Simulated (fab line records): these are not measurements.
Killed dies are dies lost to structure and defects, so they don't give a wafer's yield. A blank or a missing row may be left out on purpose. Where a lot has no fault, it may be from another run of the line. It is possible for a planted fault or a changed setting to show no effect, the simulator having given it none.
Which of the tools did it? + flow nand harc + 13 lots with 39 wafers sampled at 5 steps, on a route of 1302 steps

## WHAT EACH GAUGE READ, for each wafer
NHARC_END_SORT_01. Usual: killed at array 56, standard deviation 18; killed at other 1.4, standard deviation 1.5; killed at periphery 4, standard deviation 3.1; killed dies 61, standard deviation 19; killed open 3.5, standard deviation 1.8; killed short 2.4, standard deviation 1.4.
| lot  | measured     | on        | killed at array | killed at other | killed at periphery | killed dies | killed open | killed short | flag |
|------|--------------|-----------|-----------------|-----------------|---------------------|-------------|-------------|--------------|------|
| L458 | day 30 05:56 | prober-02 | 29 36 34        | 3 2 2           | 2 3 2               | 34 41 38    | 2 5 5       | 2 5 3        |      |
| L459 | day 31 09:17 | prober-02 | 50 52 48        | 1 1 4           | 4 3 3               | 55 56 55    | 2 6 4       | 2 6 1        |      |
| L460 | day 31 20:59 | prober-01 | 46              | 1               | 4                   | 51          | 3           | 2            |      |

## TOOL THAT RAN EACH LOT (tool first, then ch and the chambers of the sampled wafers, then the start)
| lot  | NHARC_A_WL_FILL_ALD_02              | NHARC_A_WL_FILL_CVD_03        | NHARC_A_WL_FILL_ALD_10           | NHARC_A_CONTACT_DEP_24          |
|------|-------------------------------------|-------------------------------|----------------------------------|---------------------------------|
| L445 | ald metal-04 ch 0,1,3, day 20 05:20 | cvd w-01 ch 0,1, day 20 05:49 | ald hk-03 ch 0,1,2, day 20 11:22 | pecvd-04 ch 0,1,2, day 21 01:46 |
| L446 | ald metal-03 ch 0,3, day 20 05:36   | cvd w-01 ch 1, day 20 06:02   | ald hk-02 ch 2,3, day 20 12:23   | pecvd-01 ch 0,1,2, day 21 01:54 |
| L447 | ald metal-02 ch 0,2, day 21 12:40   | cvd w-02 ch 0,1, day 21 13:10 | ald hk-03 ch 0,1,3, day 22 02:43 | pecvd-04 ch 1,2, day 22 13:01   |
| L451 | ald metal-04 ch 0,1,3, day 23 14:50 | cvd w-01 ch 0,1, day 23 15:15 | ald hk-02 ch 0,2, day 23 20:50   | pecvd-04 ch 0,2, day 24 08:32   |
| L458 | ald metal-02 ch 1,2, day 25 20:23   | cvd w-02 ch 0,1, day 25 20:52 | ald hk-03 ch 0,2,3, day 26 06:16 | pecvd-03 ch 0,1, day 26 16:25   |
| L459 | ald metal-04 ch 2,3, day 26 15:30   | cvd w-02 ch 0,1, day 26 15:58 | ald hk-02 ch 1,2,3, day 27 00:13 | pecvd-03 ch 0,1, day 27 13:24   |
| L461 | ald metal-03 ch 1,2,3, day 26 15:34 | cvd w-01 ch 0,1, day 26 16:02 | ald hk-03 ch 1,3, day 27 01:32   | pecvd-01 ch 1,2, day 27 13:10   |
| L462 | ald metal-03 ch 0,1,2, day 26 19:08 | cvd w-02 ch 0,1, day 26 19:39 | ald hk-04 ch 0,1, day 27 01:50   | pecvd-03 ch 1,2, day 27 13:02   |
| L460 | ald metal-02 ch 0,1, day 27 05:10   | cvd w-01 ch 0,1, day 27 05:40 | ald hk-02 ch 0,1, day 27 12:37   | pecvd-01 ch 1,2, day 28 02:58   |
| L463 | ald metal-03 ch 0,2, day 27 20:38   | cvd w-02 ch 0,1, day 27 21:05 | ald hk-04 ch 0,1,3, day 28 03:43 | pecvd-04 ch 1,2, day 28 14:04   |
| L464 | ald metal-03 ch 0,2,3, day 28 22:50 | cvd w-01 ch 0,1, day 28 23:17 | ald hk-03 ch 0,1,2, day 29 06:51 | pecvd-04 ch 0,1,2, day 29 16:41 |
| L466 | ald metal-02 ch 0,1,3, day 29 03:21 | cvd w-02 ch 0, day 29 03:45   | ald hk-03 ch 2,3, day 29 10:20   | pecvd-04 ch 1,2, day 29 21:38   |
| L468 | ald metal-04 ch 0,1,3, day 29 22:22 | cvd w-01 ch 0, day 29 22:46   | ald hk-03 ch 0,2,3, day 30 09:01 | pecvd-03 ch 1,2, day 30 20:38   |
- NHARC_A_WL_FILL_ALD_02: deposits TiN, target thk 2 nm, pulse time 3 s, ald cycles 100.
- NHARC_A_WL_FILL_CVD_03: deposits W, target thk 40 nm, time 279 s.
- NHARC_A_WL_FILL_ALD_10: deposits SiO2, target thk 50 nm, pulse time 10 s, ald cycles 500.
- NHARC_A_CONTACT_DEP_24: deposits SiO2, target thk 500 nm.

## WHAT THE TOOLS THEMSELVES READ (means of the sampled wafers that have a number; where no wafer has one, the mark that the record gives instead)
NHARC_A_WL_FILL_ALD_02. Usual: heater power w 1054 W, standard deviation 99; precursor pulse height rel 0.999, standard deviation 0.019.
| lot  | tool         | heater power w (W) | precursor pulse height rel | flag |
|------|--------------|--------------------|----------------------------|------|
| L445 | ald metal-04 | 1064               | 0.987                      |      |
| L446 | ald metal-03 | 1040               | 1.004                      |      |
| L447 | ald metal-02 | 1053               | 0.997                      |      |
| L451 | ald metal-04 | 1057               | 0.991                      |      |
| L458 | ald metal-02 | 1219               | 0.991                      |      |
| L459 | ald metal-04 | 1054               | 1.005                      |      |
| L461 | ald metal-03 | 972                | 1.002                      |      |
| L462 | ald metal-03 | 1014               | 0.988                      |      |
| L460 | ald metal-02 | 970                | 1.011                      |      |
| L463 | ald metal-03 | 1021               | 0.998                      |      |
| L464 | ald metal-03 | 967                | 0.986                      |      |
| L466 | ald metal-02 | 1019               | 0.997                      |      |
| L468 | ald metal-04 | 1058               | 1.013                      |      |

NHARC_A_WL_FILL_CVD_03. Usual: heater power w 458 W, standard deviation 27; throttle valve pct 7.80 %, standard deviation 0.19.
| lot  | tool     | heater power w (W) | throttle valve pct (%) | flag |
|------|----------|--------------------|------------------------|------|
| L445 | cvd w-01 | 444                | 7.97                   |      |
| L446 | cvd w-01 | 431                | 7.63                   |      |
| L447 | cvd w-02 | 470                | 7.70                   |      |
| L451 | cvd w-01 | 450                | 7.91                   |      |
| L458 | cvd w-02 | 473                | 7.87                   |      |
| L459 | cvd w-02 | 485                | 7.79                   |      |
| L461 | cvd w-01 | 438                | 7.89                   |      |
| L462 | cvd w-02 | 467                | 7.87                   |      |
| L460 | cvd w-01 | 441                | 7.92                   |      |
| L463 | cvd w-02 | 455                | 7.57                   |      |
| L464 | cvd w-01 | 434                | 7.93                   |      |
| L466 | cvd w-02 | 482                | 7.64                   |      |
| L468 | cvd w-01 | 457                | 8.01                   |      |

NHARC_A_WL_FILL_ALD_10. Usual: heater power w 468 W, standard deviation 54; precursor pulse height rel 1.001, standard deviation 0.022.
| lot  | tool      | heater power w (W) | precursor pulse height rel | flag |
|------|-----------|--------------------|----------------------------|------|
| L445 | ald hk-03 | 466                | 1.009                      |      |
| L446 | ald hk-02 | 453                | 1.013                      |      |
| L447 | ald hk-03 | 445                | 1.010                      |      |
| L451 | ald hk-02 | 482                | 1.004                      |      |
| L458 | ald hk-03 | 419                | 1.009                      |      |
| L459 | ald hk-02 | 483                | 1.013                      |      |
| L461 | ald hk-03 | 448                | 0.996                      |      |
| L462 | ald hk-04 | 493                | 1.003                      |      |
| L460 | ald hk-02 | 518                | 0.995                      |      |
| L463 | ald hk-04 | 492                | 1.006                      |      |
| L464 | ald hk-03 | 464                | 0.986                      |      |
| L466 | ald hk-03 | 403                | 0.997                      |      |
| L468 | ald hk-03 | 424                | 1.010                      |      |

NHARC_A_CONTACT_DEP_24. Usual: heater power w 585 W, standard deviation 86; mfc precursor sccm 161.3 sccm, standard deviation 0.5; throttle valve pct 16.1 %, standard deviation 0.51.
| lot  | tool     | heater power w (W) | mfc precursor sccm (sccm) | throttle valve pct (%) | flag |
|------|----------|--------------------|---------------------------|------------------------|------|
| L445 | pecvd-04 | 605                | 161.4                     | 15.9                   |      |
| L446 | pecvd-01 | 588                | 161.3                     | 16.1                   |      |
| L447 | pecvd-04 | 629                | 161.4                     | 16.4                   |      |
| L451 | pecvd-04 | 621                | 166.7                     | 16.2                   | OFF  |
| L458 | pecvd-03 | 595                | 161.4                     | 16.2                   |      |
| L459 | pecvd-03 | 622                | 161.2                     | 16.4                   |      |
| L461 | pecvd-01 | 586                | 161.1                     | 16.3                   |      |
| L462 | pecvd-03 | 513                | 161.1                     | 15.7                   |      |
| L460 | pecvd-01 | 550                | 160.7                     | 16.3                   |      |
| L463 | pecvd-04 | 615                | 161.7                     | 16.4                   |      |
| L464 | pecvd-04 | 600                | 161.2                     | 16.2                   |      |
| L466 | pecvd-04 | 616                | 161.7                     | 16.5                   |      |
| L468 | pecvd-03 | 590                | 161.4                     | 15.9                   |      |

## THE ANSWER, worked out from the rows above alone
Rule: lot off if the mean of its wafers having a number is beyond 3 standard deviations from the usual mean. Also off: a lot with no number at a reading for which 4 or more lots have one. Any other lot the step has rows for is counted as sound. First the gauges in route order, then the tools' own readings, where a lot's mean is used as printed above. The first step at which some lot is off is used, and at that step the reading that is off furthest; a lot without a number counts as furthest.
Off at NHARC_A_CONTACT_DEP_24 (mfc precursor sccm): L451.
A tool fits if, at that step or a process step before it, it ran every lot that is off, and no sound lot after the first of them. Not one of the candidates tried fits.

## WHAT HAD BEEN PUT IN BY THE SIMULATOR
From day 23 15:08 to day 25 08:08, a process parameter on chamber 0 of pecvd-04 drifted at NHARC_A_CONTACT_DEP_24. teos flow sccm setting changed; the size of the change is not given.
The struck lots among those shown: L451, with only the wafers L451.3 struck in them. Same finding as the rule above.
